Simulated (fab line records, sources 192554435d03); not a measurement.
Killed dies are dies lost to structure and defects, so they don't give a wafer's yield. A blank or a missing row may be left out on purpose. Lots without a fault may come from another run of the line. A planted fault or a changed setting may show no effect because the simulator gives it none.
A struck lot beside a sound one | flow n5_finfet | 16 steps out of a route of 1938
Sound: wafers L661.1, L661.2, L661.6. Struck: wafers L677.1, L677.4, L677.5. The cause comes at the end.
At each step with rows: each side's tool, then ch and its chambers, then its first start. Under that, the readings that differ: sound wafers | struck wafers | difference of the means | sigmas: that difference in standard deviations of wafers without a fault.
alike: readings whose means differ by less than 2 such deviations, and words and numbers that are the same on both sides. not compared: withheld readings, readings that some wafer has no value for, bounds like >300 that may hide the same value, and numbers for which the record gives no deviation and whose values overlap.
The two part at a step that has a row with sigmas, a row that says differs or no value, or rows on one side only. Numbers that don't overlap but have no deviation are shown without sigmas and don't part them. A reading that every wafer of one side lacks parts them only if that side has two wafers or more.

first, 6 steps without rows for these wafers: N5_BEOL_M2_COAT_22 (resist thk 30 nm); N5_BEOL_M2_EBR_24; N5_BEOL_M2_SOFTBAKE_23 (time 60 s); N5_BEOL_M2_EXPOSE_25 (exposes mask V1, defocus 5 nm); N5_BEOL_M2_PEB_26 (peb time 60 s); N5_BEOL_M2_DEVELOP_27 (develop time 30 s).
N5_BEOL_M2_CD_MEAS_28: target cd 26.2 nm, target cd y 24.1 nm.
  sound on cd_sem-01 ch 0, day 6 09:53; struck on cd_sem-02 ch 0, day 10 22:19
  alike: cd_nm
N5_BEOL_M2_OVL_MEAS_29:
  sound on overlay-01 ch 0, day 6 09:55; struck on overlay-01 ch 0, day 10 22:21
  alike: V1_OVL
N5_BEOL_M2_INSPECT_30: inspects for defects (brightfield).
  sound on defect_inspect-01, day 6 09:59; struck on defect_inspect-01, day 10 22:25
  alike: raw_defect_count
N5_BEOL_M2_DESCUM_33: chemistry O2, time 7 s.
  sound on rie_diel-01 ch 1,2, day 6 10:23; struck on rie_diel-05 ch 1,2, day 10 22:26
  alike: drypump_motor_current_A, oes_product_au, rf_vpp_V, showerhead_plenum_p_Torr, throttle_valve_pct
  not compared: rf_hours_counter_h
N5_BEOL_M2_ETCH_77: etches underlayer in N2/H2, target depth 6.5 nm, time 5.2 s.
  sound on rie_diel-01 ch 1,2, day 6 10:25; struck on rie_diel-05 ch 1,2, day 10 22:29
  reading                | sound             | struck            | difference | sigmas
  throttle_valve_pct (%) | 18.11 17.98 17.95 | 17.65 17.77 17.66 | -0.32      | -2
  alike: drypump_motor_current_A, etch_rf_on_time_s, oes_product_au, rf_vpp_V, showerhead_plenum_p_Torr
  not compared: rf_hours_counter_h
N5_BEOL_M2_ETCH_69: etches SiARC in CF4, target depth 15.6 nm, time 26 s.
  sound on rie_diel-01 ch 1,2, day 6 10:26; struck on rie_diel-05 ch 1,2, day 10 22:29
  alike: drypump_motor_current_A, etch_rf_on_time_s, oes_product_au, rf_vpp_V, showerhead_plenum_p_Torr, throttle_valve_pct
  not compared: rf_hours_counter_h
N5_BEOL_M2_ALD_98: deposits SiO2, target thk 2.5 nm, pulse time 1 s, co reactant pulse time 1 s.
  sound on ald_sin-01 ch 0,3, day 6 10:31; struck on ald_sin-01 ch 1,3, day 10 22:46
  no value came back on the struck wafers for ald_cycles, chamber_pressure_Torr (Torr), heater_power_w (W), precursor_pulse_height_rel; on the sound wafers ald_cycles reads 17 17 17
  not compared: since_wet_clean_h
N5_BEOL_M2_ETCHBACK_99: etches SiO2 in CHF3, target depth 5 nm, time 10.4 s.
  sound on rie_diel-05 ch 0,1,3, day 6 10:53; struck on rie_diel-01 ch 0,1,3, day 11 02:47
  alike: drypump_motor_current_A, oes_product_au, rf_vpp_V, showerhead_plenum_p_Torr, throttle_valve_pct
  not compared: rf_hours_counter_h
N5_BEOL_M4_RC_MEAS_101:
  sound on prober-02 ch 0, day 7 16:16; struck on prober-02 ch 0, day 12 10:40
  alike: DIBL_N, DIBL_P, IOFF_N, IOFF_P, ION_N, ION_P, SS_N, SS_P, VT_N, VT_P
-- the record jumps here: 4 days lie between the struck wafers' starts before and after (it left off in module BEOL_M4 and takes up again in module PASSIVATION, whose first step shown is number 1936 of the route) --
N5_PASSIVATION_PROBE_49:
  sound on prober-02, day 11 23:57; struck on prober-02, day 16 14:06
  reading         | sound | struck  | difference | sigmas
  killed_at_other | 0 2 5 | 2 11 14 | +7         | +2
  alike: defect_limited_yield, killed_at_M0_to_M3, killed_at_M4_up, killed_at_contacts, killed_at_front_end, killed_dies, killed_open, killed_short, sort_bin_5_function, sort_bin_6_memory, sort_n_pass, sort_yield_pct

WHERE THEY PART
First at N5_BEOL_M2_ETCH_77; last, within this record, at N5_PASSIVATION_PROBE_49.

WHY: what the simulator had put in
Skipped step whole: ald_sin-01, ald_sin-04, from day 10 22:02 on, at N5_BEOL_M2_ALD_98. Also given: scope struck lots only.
